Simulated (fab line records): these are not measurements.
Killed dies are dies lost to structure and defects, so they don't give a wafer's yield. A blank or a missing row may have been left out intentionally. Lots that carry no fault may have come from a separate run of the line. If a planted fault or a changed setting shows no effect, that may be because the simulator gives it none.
Which tool is to blame? | flow n5Finfet | 10 lots with 30 wafers sampled at 3 steps, on a route of 1938 steps

WHAT THE GAUGES READ, wafer by wafer
N5_PASSIVATION_CD_MEAS_44 targets a cd of 40000 nm. Usual: cdNm at 39999 nm, with a standard deviation of 2.7.
lot  | measured     | on       | cdNm (nm)         | flag
L492 | day 13 21:39 | cdSem-03 | 40004 40001 40004 | 
L494 | day 14 16:14 | cdSem-03 | 39999 40002 39999 | 
L495 | day 14 17:50 | cdSem-02 | 39999 40000 39998 | 
L496 | day 14 19:25 | cdSem-02 | 39998 40000 40002 | 
L497 | day 15 07:37 | cdSem-02 | 40005 39998 40002 | 
L498 | day 15 01:19 | cdSem-01 | 39998 40001 39998 | 
L500 | day 16 00:38 | cdSem-03 | 40005 39999 40004 | 
L501 | day 16 05:59 | cdSem-02 | 40003 40001 40004 | 
L510 | day 20 01:44 | cdSem-03 | 40003 39999 39999 | 
L514 | day 20 05:58 | cdSem-03 | 39997 39999 39995 | 

TOOL THAT RAN EACH LOT (tool first, then ch and the chambers of the sampled wafers, then the start)
lot  | N5_BEOL_M1_SPUTTER_88       | N5_PASSIVATION_ETCH_59
L492 | pvdSputter-01, day 6 13:28  | rieMetal-01 ch 0,1, day 13 20:28
L494 | pvdSputter-01, day 7 01:09  | rieMetal-01 ch 0,1, day 14 14:58
L495 | pvdSputter-01, day 7 05:57  | rieMetal-01 ch 0,1, day 14 16:38
L496 | pvdSputter-02, day 7 23:31  | rieMetal-02 ch 0, day 14 18:13
L497 | pvdSputter-03, day 8 01:12  | rieMetal-01 ch 0,1, day 15 06:20
L498 | pvdSputter-02, day 8 03:53  | rieMetal-01 ch 0,1, day 15 00:01
L500 | pvdSputter-01, day 8 18:16  | rieMetal-03 ch 0,1, day 15 23:14
L501 | pvdSputter-01, day 9 07:26  | rieMetal-03 ch 0,1, day 16 04:38
L510 | pvdSputter-01, day 11 16:43 | rieMetal-03 ch 0,1, day 20 00:26
L514 | pvdSputter-03, day 12 19:04 | rieMetal-01 ch 0,1, day 20 04:40
- N5_BEOL_M1_SPUTTER_88: material Cu, target thk 4.5 nm, time 8.29 s.
- N5_PASSIVATION_ETCH_59: etches TaN in Cl2/BCl3, target depth 65 nm, time 34.9 s.

AS READ BY THE TOOLS THEMSELVES (means over the sampled wafers that have a number; for cases with no such wafer, the mark the record gives instead)
N5_BEOL_M1_SPUTTER_88. Usual: chuckGasFlowSccm 1.27 sccm, standard deviation 0.054; throttleValvePct 30.3 %, standard deviation 1.5.
lot  | tool          | chuckGasFlowSccm (sccm) | throttleValvePct (%) | flag
L492 | pvdSputter-01 | 1.30                    | 30.7                 | 
L494 | pvdSputter-01 | 1.33                    | 30.3                 | 
L495 | pvdSputter-01 | 1.30                    | 30.5                 | 
L496 | pvdSputter-02 | 1.29                    | 30.3                 | 
L497 | pvdSputter-03 | 1.26                    | 30.3                 | 
L498 | pvdSputter-02 | 1.22                    | 31.4                 | 
L500 | pvdSputter-01 | 1.31                    | 30.3                 | 
L501 | pvdSputter-01 | 1.35                    | 29.0                 | 
L510 | pvdSputter-01 | 1.32                    | 30.0                 | 
L514 | pvdSputter-03 | 1.27                    | 29.8                 | 

N5_PASSIVATION_ETCH_59. Usual: bcl3FlowSccm 30.00 sccm, standard deviation 0.084; drypumpMotorCurrentA 5.5 A, standard deviation 0.45; mfcCl2Sccm 60.02 sccm, standard deviation 0.18; oesProductAu 0.82 a.u., standard deviation 0.071; throttleValvePct 20.99 %, standard deviation 0.18.
lot  | tool        | bcl3FlowSccm (sccm) | drypumpMotorCurrentA (A) | mfcCl2Sccm (sccm) | oesProductAu (a.u.) | throttleValvePct (%) | flag
L492 | rieMetal-01 | 30.00               | 5.0                      | 60.11             | 0.86                | 20.95                | 
L494 | rieMetal-01 | 30.05               | 5.0                      | 60.14             | 0.84                | 20.96                | 
L495 | rieMetal-01 | 29.96               | 5.0                      | 59.97             | 0.85                | 20.95                | 
L496 | rieMetal-02 | 30.12               | 6.1                      | 59.99             | 0.80                | 21.09                | 
L497 | rieMetal-01 | 30.01               | 5.0                      | 59.99             | 0.81                | 21.00                | 
L498 | rieMetal-01 | 29.99               | 5.0                      | 59.94             | 0.81                | 20.99                | 
L500 | rieMetal-03 | 29.93               | 5.8                      | 60.13             | 0.87                | 20.89                | 
L501 | rieMetal-03 | 29.95               | 5.6                      | 60.04             | 0.82                | 21.06                | 
L510 | rieMetal-03 | 29.95               | 5.8                      | 59.98             | 0.84                | 20.90                | 
L514 | rieMetal-01 | 30.01               | 5.0                      | 60.15             | 0.77                | 21.02                | 

THE ANSWER, worked out from the rows above alone
Rule: a lot is off if the mean of its wafers that have a number lies more than 3 standard deviations from the usual mean. A lot without any number at a reading at which 4 lots or more have one is off too. Any other lot the step has rows for is counted as sound. First the gauges in route order, then the tools' own readings, where a lot's mean is used as printed above. At the first step where some lot is off, the reading lying furthest off is the one used; lots without a number count as furthest.
No lot is off at any reading shown: from this, nothing can be told.

WHAT WAS PUT IN BY THE SIMULATOR
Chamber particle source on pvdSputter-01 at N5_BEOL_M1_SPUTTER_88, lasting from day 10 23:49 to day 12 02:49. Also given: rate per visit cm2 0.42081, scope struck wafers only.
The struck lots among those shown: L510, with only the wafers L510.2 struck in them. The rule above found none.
